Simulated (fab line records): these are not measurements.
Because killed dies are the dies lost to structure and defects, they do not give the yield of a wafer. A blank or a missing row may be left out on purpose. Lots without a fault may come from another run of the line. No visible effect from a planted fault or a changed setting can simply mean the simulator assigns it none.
Which tool did it? -- flow n5-finfet -- 24 lots, 72 wafers sampled, at 5 steps of a route of 1938

## WHAT THE GAUGES READ, wafer by wafer
N5_BEOL_M3_INSPECT_13: inspects for defects (brightfield). Usual: raw-defect-count 357, standard deviation 70.
lot,measured,on,raw-defect-count,flag
L075,day 7 04:07,defect-inspect-01,315 429 322,
L074,day 7 18:43,defect-inspect-02,224 270 243,
L076,day 8 01:43,defect-inspect-02,419 311 283,
L077,day 8 07:54,defect-inspect-01,492 308 421,
L078,day 8 11:02,defect-inspect-02,359 374 218,
L080,day 8 15:36,defect-inspect-02,312 309 306,
L079,day 8 17:38,defect-inspect-02,362 308 334,
L081,day 8 22:46,defect-inspect-01,288 305 406,
L082,day 9 03:42,defect-inspect-02,321 337 430,
L083,day 9 05:35,defect-inspect-02,321 325 407,
L084,day 9 22:22,defect-inspect-01,300 296 290,
L085,day 10 06:45,defect-inspect-02,397 275 254,
L086,day 10 06:53,defect-inspect-01,504 420 623,
L087,day 10 19:18,defect-inspect-01,384 459 429,
L088,day 10 23:46,defect-inspect-02,305 299 245,
L089,day 11 00:22,defect-inspect-02,459 396 397,
L090,day 11 00:58,defect-inspect-02,375 422 512,
L091,day 11 12:48,defect-inspect-01,324 375 283,
L092,day 11 16:46,defect-inspect-02,356 381 392,
L093,day 11 18:04,defect-inspect-02,405 292 302,
L094,day 12 11:15,defect-inspect-01,399 434 396,
L095,day 12 11:28,defect-inspect-01,440 431 426,
L096,day 12 19:58,defect-inspect-01,375 349 349,
L097,day 12 21:26,defect-inspect-02,365 416 368,

N5_BEOL_M3_OVL_MEAS_29. Usual: V2_OVL -0.1 nm, standard deviation 0.67.
lot,measured,on,V2_OVL (nm),flag
L075,day 7 04:58,overlay-02,0.4 -0.8 0.1,
L074,day 7 19:44,overlay-01,-0.7 -0.8 -0.2,
L076,day 8 02:38,overlay-02,0.3 0.1 1.4,
L077,day 8 08:52,overlay-02,-1.0 -0.1 -0.3,
L078,day 8 11:59,overlay-02,-0.8 -1.1 -1.1,
L080,day 8 16:33,overlay-02,0.7 1.0 -0.1,
L079,day 8 18:35,overlay-02,-0.5 -1.5 -0.3,
L081,day 8 23:49,overlay-02,-0.2 0.1 -0.4,
L082,day 9 04:31,overlay-01,-0.1 0.5 0.5,
L083,day 9 06:24,overlay-02,-0.2 -0.5 -0.8,
L084,day 9 23:17,overlay-01,-1.5 -1.3 -1.2,
L085,day 10 07:41,overlay-02,-0.6 -0.4 0.9,
L086,day 10 07:46,overlay-01,-0.4 1.2 -0.7,
L087,day 10 20:07,overlay-01,-1.0 -0.1 -0.5,
L088,day 11 00:35,overlay-02,-0.1 -1.0 0.3,
L089,day 11 01:20,overlay-02,-0.5 -0.4 -0.3,
L090,day 11 01:55,overlay-01,0.1 1.1 0.3,
L091,day 11 13:38,overlay-02,-0.3 -0.9 -0.8,
L092,day 11 17:41,overlay-01,0.2 0.9 0.0,
L093,day 11 18:53,overlay-02,0.1 1.0 0.1,
L094,day 12 12:04,overlay-01,-0.7 0.6 0.5,
L095,day 12 12:20,overlay-02,1.1 1.4 0.8,
L096,day 12 21:05,overlay-02,-0.3 0.2 -1.5,
L097,day 12 22:23,overlay-01,-0.1 -0.7 -0.5,

## WHAT TOOL EACH LOT RAN ON (gives the tool, then ch and the chambers of the sampled wafers, and finally the start)
lot,N5_BEOL_M2_ANNEAL_95,N5_BEOL_M2_SPUTTER_96,N5_BEOL_M3_ETCH_63
L075,"pvd-sputter-01, day 7 02:05","pvd-sputter-01, day 7 02:14","rie-diel-06 ch 2,3, day 7 04:14"
L074,"pvd-sputter-03, day 7 14:37","pvd-sputter-03, day 7 14:45","rie-diel-03 ch 0,1, day 7 18:52"
L076,"pvd-sputter-03, day 7 21:26","pvd-sputter-03, day 7 21:34","rie-diel-04 ch 0,1, day 8 01:47"
L077,"pvd-sputter-03, day 8 04:04","pvd-sputter-03, day 8 04:13","rie-diel-06 ch 1,2,3, day 8 08:01"
L078,"pvd-sputter-02, day 8 07:05","pvd-sputter-02, day 8 07:13","rie-diel-06 ch 0,1,3, day 8 11:08"
L080,"pvd-sputter-02, day 8 13:19","pvd-sputter-02, day 8 13:28","rie-diel-06 ch 1,2,3, day 8 15:41"
L079,"pvd-sputter-03, day 8 13:39","pvd-sputter-03, day 8 13:47","rie-diel-03 ch 1,2, day 8 17:43"
L081,"pvd-sputter-01, day 8 19:57","pvd-sputter-01, day 8 20:05","rie-diel-06 ch 0,2,3, day 8 22:56"
L082,"pvd-sputter-02, day 9 01:43","pvd-sputter-02, day 9 01:51","rie-diel-04 ch 2,3, day 9 03:47"
L083,"pvd-sputter-01, day 9 02:03","pvd-sputter-01, day 9 02:11","rie-diel-06 ch 0,2,3, day 9 05:41"
L084,"pvd-sputter-02, day 9 20:08","pvd-sputter-02, day 9 20:16","rie-diel-04 ch 1,2,3, day 9 22:26"
L085,"pvd-sputter-01, day 10 04:17","pvd-sputter-01, day 10 04:26","rie-diel-04 ch 0,1, day 10 06:50"
L086,"pvd-sputter-02, day 10 04:34","pvd-sputter-02, day 10 04:42","rie-diel-06 ch 0,1,3, day 10 06:58"
L087,"pvd-sputter-03, day 10 16:50","pvd-sputter-03, day 10 16:58","rie-diel-03 ch 1,2,3, day 10 19:23"
L088,"pvd-sputter-02, day 10 18:04","pvd-sputter-02, day 10 18:12","rie-diel-04 ch 1,3, day 10 23:51"
L089,"pvd-sputter-01, day 10 21:14","pvd-sputter-01, day 10 21:22","rie-diel-04 ch 0,1, day 11 00:29"
L090,"pvd-sputter-03, day 10 22:57","pvd-sputter-03, day 10 23:05","rie-diel-04 ch 1,3, day 11 01:03"
L091,"pvd-sputter-03, day 11 09:33","pvd-sputter-03, day 11 09:41","rie-diel-06 ch 2,3, day 11 12:54"
L092,"pvd-sputter-03, day 11 12:41","pvd-sputter-03, day 11 12:50","rie-diel-03 ch 0,3, day 11 16:56"
L093,"pvd-sputter-02, day 11 15:45","pvd-sputter-02, day 11 15:53","rie-diel-04 ch 0,1,2, day 11 18:09"
L094,"pvd-sputter-03, day 12 07:01","pvd-sputter-03, day 12 07:09","rie-diel-04 ch 1,2,3, day 12 11:20"
L095,"pvd-sputter-01, day 12 07:06","pvd-sputter-01, day 12 07:14","rie-diel-06 ch 0,3, day 12 11:34"
L096,"pvd-sputter-03, day 12 15:39","pvd-sputter-03, day 12 15:47","rie-diel-06 ch 0,2,3, day 12 20:14"
L097,"pvd-sputter-01, day 12 19:16","pvd-sputter-01, day 12 19:25","rie-diel-04 ch 1,2,3, day 12 21:31"
- N5_BEOL_M2_ANNEAL_95: time 240 s.
- N5_BEOL_M2_SPUTTER_96: material Cu, target thk 4.5 nm, time 8.29 s.
- N5_BEOL_M3_ETCH_63: etches SiARC in CF4, target depth 15.6 nm, time 26 s.

## AS READ BY THE TOOLS THEMSELVES (means over the sampled wafers that have a number; for cases with no such wafer, the mark the record gives instead)
N5_BEOL_M2_ANNEAL_95. Usual: heater-power-w 818 W, standard deviation 85.
lot,tool,heater-power-w (W),flag
L075,pvd-sputter-01,962,
L074,pvd-sputter-03,785,
L076,pvd-sputter-03,804,
L077,pvd-sputter-03,767,
L078,pvd-sputter-02,831,
L080,pvd-sputter-02,778,
L079,pvd-sputter-03,796,
L081,pvd-sputter-01,900,
L082,pvd-sputter-02,779,
L083,pvd-sputter-01,890,
L084,pvd-sputter-02,817,
L085,pvd-sputter-01,901,
L086,pvd-sputter-02,769,
L087,pvd-sputter-03,793,
L088,pvd-sputter-02,758,
L089,pvd-sputter-01,860,
L090,pvd-sputter-03,807,
L091,pvd-sputter-03,785,
L092,pvd-sputter-03,767,
L093,pvd-sputter-02,780,
L094,pvd-sputter-03,783,
L095,pvd-sputter-01,834,
L096,pvd-sputter-03,749,
L097,pvd-sputter-01,901,

N5_BEOL_M2_SPUTTER_96. Usual: throttle-valve-pct 30.1 %, standard deviation 1.
lot,tool,throttle-valve-pct (%),flag
L075,pvd-sputter-01,30.0,
L074,pvd-sputter-03,30.6,
L076,pvd-sputter-03,29.4,
L077,pvd-sputter-03,30.9,
L078,pvd-sputter-02,29.9,
L080,pvd-sputter-02,29.6,
L079,pvd-sputter-03,29.8,
L081,pvd-sputter-01,30.2,
L082,pvd-sputter-02,29.7,
L083,pvd-sputter-01,30.2,
L084,pvd-sputter-02,29.0,
L085,pvd-sputter-01,29.9,
L086,pvd-sputter-02,29.7,
L087,pvd-sputter-03,30.4,
L088,pvd-sputter-02,29.8,
L089,pvd-sputter-01,30.7,
L090,pvd-sputter-03,29.9,
L091,pvd-sputter-03,30.6,
L092,pvd-sputter-03,30.9,
L093,pvd-sputter-02,29.3,
L094,pvd-sputter-03,30.6,
L095,pvd-sputter-01,30.3,
L096,pvd-sputter-03,30.4,
L097,pvd-sputter-01,30.1,

N5_BEOL_M3_ETCH_63. Usual: drypump-motor-current-A 5.8 A, standard deviation 0.41; etch-rf-on-time-s 26.4 s, standard deviation 0.77; oes-product-au 0.64 a.u., standard deviation 0.063; rf-vpp-V 184.3 V, standard deviation 1; showerhead-plenum-p-Torr 2.15 Torr, standard deviation 0.059; throttle-valve-pct 15.71 %, standard deviation 0.28.
lot,tool,drypump-motor-current-A (A),etch-rf-on-time-s (s),oes-product-au (a.u.),rf-vpp-V (V),showerhead-plenum-p-Torr (Torr),throttle-valve-pct (%),flag
L075,rie-diel-06,5.8,26.1,0.64,182.8,2.05,15.77,
L074,rie-diel-03,6.0,26.7,0.59,184.6,2.20,15.90,
L076,rie-diel-04,6.2,26.6,0.67,184.4,2.21,15.46,
L077,rie-diel-06,5.6,26.2,0.65,183.7,2.09,15.69,
L078,rie-diel-06,5.6,26.7,0.62,183.8,2.11,15.87,
L080,rie-diel-06,5.6,26.5,0.65,183.7,2.09,15.70,
L079,rie-diel-03,5.7,26.6,0.63,184.4,2.18,15.69,
L081,rie-diel-06,5.6,26.2,0.63,183.6,2.08,15.84,
L082,rie-diel-04,5.7,26.0,0.61,185.3,2.20,15.92,
L083,rie-diel-06,5.6,26.0,0.64,183.7,2.08,15.85,
L084,rie-diel-04,6.0,26.3,0.61,185.1,2.20,15.84,
L085,rie-diel-04,6.2,27.0,0.65,185.0,2.21,15.49,
L086,rie-diel-06,5.6,26.7,0.61,183.7,2.10,15.89,
L087,rie-diel-03,5.9,26.7,0.68,185.0,2.16,15.48,
L088,rie-diel-04,5.6,26.4,0.62,184.4,2.21,15.84,
L089,rie-diel-04,6.2,26.9,0.64,184.9,2.21,15.50,
L090,rie-diel-04,5.7,26.4,0.62,185.3,2.21,15.85,
L091,rie-diel-06,5.7,25.9,0.65,183.7,2.06,15.69,
L092,rie-diel-03,6.3,26.5,0.79,184.7,2.17,15.24,
L093,rie-diel-04,6.3,26.5,0.72,184.0,2.19,15.44,
L094,rie-diel-04,6.0,26.1,0.69,185.5,2.20,15.70,
L095,rie-diel-06,5.8,26.4,0.59,183.5,2.06,16.02,
L096,rie-diel-06,5.6,25.8,0.62,183.1,2.07,15.91,
L097,rie-diel-04,6.0,26.4,0.68,185.8,2.20,15.70,

## THE ANSWER, worked out from the rows above alone
Rule: a lot is off if the mean of its wafers that have a number lies more than 3 standard deviations from the usual mean. A lot without any number at a reading at which 4 lots or more have one is off too. Where the step has rows for the other lots, those lots are counted as sound. The gauges are gone through in route order, then the tools' own readings, and for those a lot's mean is taken as printed above. At the first step where some lot is off, the reading lying furthest off is the one used; lots without a number count as furthest.
No lot is off on any of the readings shown, so nothing can be concluded from this.

## WHAT HAD BEEN PUT IN BY THE SIMULATOR
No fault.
